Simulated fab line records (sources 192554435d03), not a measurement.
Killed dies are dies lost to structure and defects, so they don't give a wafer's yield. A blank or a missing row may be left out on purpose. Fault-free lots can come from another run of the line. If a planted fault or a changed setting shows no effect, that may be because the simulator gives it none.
A lot that was struck, set against a sound lot ; flow n5Finfet ; 37 out of 1938 route steps
Sound: wafers L286.1, L286.3, L286.6. Wafers struck: L300.2, L300.4, L300.6. The cause is named last.
Each step with rows lists, per side, the tool, then ch with its chambers, then its first start. Under that, the readings that differ: sound wafers ; struck wafers ; difference of the means ; sigmas: that difference in standard deviations of wafers without a fault.
alike: readings whose means differ by less than 2 such deviations, and words and numbers that are the same on both sides. not compared: withheld readings, readings that some wafer has no value for, bounds like >300 that may hide the same value, and numbers for which the record gives no deviation and whose values overlap.
Wherever a step has rows on one side only, a row that says differs or no value, or a row with sigmas, the two part there. When numbers do not overlap yet have no deviation, they are printed without sigmas and do not part them. A reading that every wafer of one side lacks parts them only if that side has two wafers or more.

first, 9 steps without rows for these wafers: N5_BEOL_M4_ANNEAL_95 (time 240 s); N5_BEOL_M4_SPUTTER_96 (material Cu, target thk 4.5 nm, time 8.29 s); N5_BEOL_M4_ECD_50 (material Cu, target thk 300 nm); N5_BEOL_M4_ANNEAL_51 (time 90 s); N5_BEOL_M4_CMP_52 (polishes, stops on SiOC, t overpolish 6.8 s, target thk 40 nm); N5_BEOL_M4_PRE_CLEAN_60 (time 15 s); N5_BEOL_M4_CO_CAP_55 (material Co, precursor CCTBA/H2, target thk 2 nm, time 102.1 s); N5_BEOL_M4_PRE_CLEAN_56 (time 15 s); N5_BEOL_M4_DEP_57 (deposits SiCN from 3MS/NH3, target thk 8 nm, time 14 s).
N5_BEOL_M4_RC_MEAS_101:
  sound on prober-02 ch 0, day 10 07:56; struck on prober-01 ch 0, day 14 08:53
  alike: DIBL_N, DIBL_P, IOFF_N, IOFF_P, ION_N, ION_P, SS_N, SS_P, VT_N, VT_P
then, 24 steps without rows for these wafers: N5_BEOL_M5_ILD_DEP_00 (deposits SiCOH lowk from DEMS/porogen, target thk 140.64 nm, time 25.9 s); N5_BEOL_M5_CURE_79 (cures SiCOH lowk, time 240 s); N5_BEOL_M5_PECVD_70 (deposits SiO2 from TEOS/O2, target thk 16 nm, time 18 s); N5_BEOL_M5_HM_DEP_02 (deposits TiN, target thk 20 nm); N5_BEOL_M5_COAT_59 (time 60 s, resist thk 60 nm); N5_BEOL_M5_COAT_60 (time 60 s, resist thk 12 nm); N5_BEOL_M5_COAT_71 (time 60 s, resist thk 5 nm); N5_BEOL_M5_COAT_05 (resist thk 30 nm); N5_BEOL_M5_EBR_07; N5_BEOL_M5_SOFTBAKE_06 (time 60 s); N5_BEOL_M5_EXPOSE_08 (exposes mask M5, target cd 28 nm); N5_BEOL_M5_PEB_09 (peb time 60 s); N5_BEOL_M5_DEVELOP_10 (develop time 30 s); N5_BEOL_M5_DESCUM_16 (chemistry O2, time 7 s); N5_BEOL_M5_ETCH_72 (etches underlayer in N2/H2, target depth 6.5 nm, time 5.2 s); N5_BEOL_M5_ETCH_61 (etches SiARC in CF4, target depth 15.6 nm, time 26 s); N5_BEOL_M5_ETCH_62 (etches SOC in N2/H2, target depth 75 nm, overetch 15 nm, time 112.5 s); N5_BEOL_M5_STRIP_63 (strips in N2/H2); N5_BEOL_M5_STRIP_73 (strips in N2/H2); N5_BEOL_M5_STRIP_64 (strips in CF4); N5_BEOL_M5_HM_OPEN_17 (chemistry Cl2/BCl3, target TiN, target depth 20 nm, overetch 6 nm); N5_BEOL_M5_STRIP_19 (strips in O2); N5_BEOL_M5_COAT_65 (time 60 s, resist thk 60 nm); N5_BEOL_M5_COAT_66 (time 60 s, resist thk 12 nm).
-- here the record skips 2 days between the struck wafers' starts before and after, leaving off in module BEOL_M5 and picking up in module BEOL_M9 (first step shown: number 1462 of the route) --
N5_BEOL_M9_ECD_50: material Cu, target thk 318 nm.
  sound on ecdCu-02 ch 1, day 12 08:52; struck on ecdCu-02 ch 0,1, day 16 12:16
N5_BEOL_M9_CMP_52: polishes, stops on SiCOH lowk, t overpolish 7 s, target thk 140 nm.
  sound on cmp-04 ch 0,1, day 12 09:24; struck on cmp-01 ch 0,1, day 16 12:57
reading;sound;struck;difference;sigmas
timeToEndpointS (s);68 66 67;0 0 0;-67;-15
  alike: motorCurrentA
-- record jumps: 4 days separate the struck wafers' starts on either side; left off in module BEOL_M9, taken up again in module PASSIVATION, whose first shown step is the route's number 1936 --
N5_PASSIVATION_PROBE_49:
  record: rows for the struck wafers here (prober-01, day 20 14:23), none for the sound ones

== WHERE THEY PART ==
Last at N5_PASSIVATION_PROBE_49 as far as this record goes, first at N5_BEOL_M9_CMP_52.

WHY: whatever the simulator had introduced
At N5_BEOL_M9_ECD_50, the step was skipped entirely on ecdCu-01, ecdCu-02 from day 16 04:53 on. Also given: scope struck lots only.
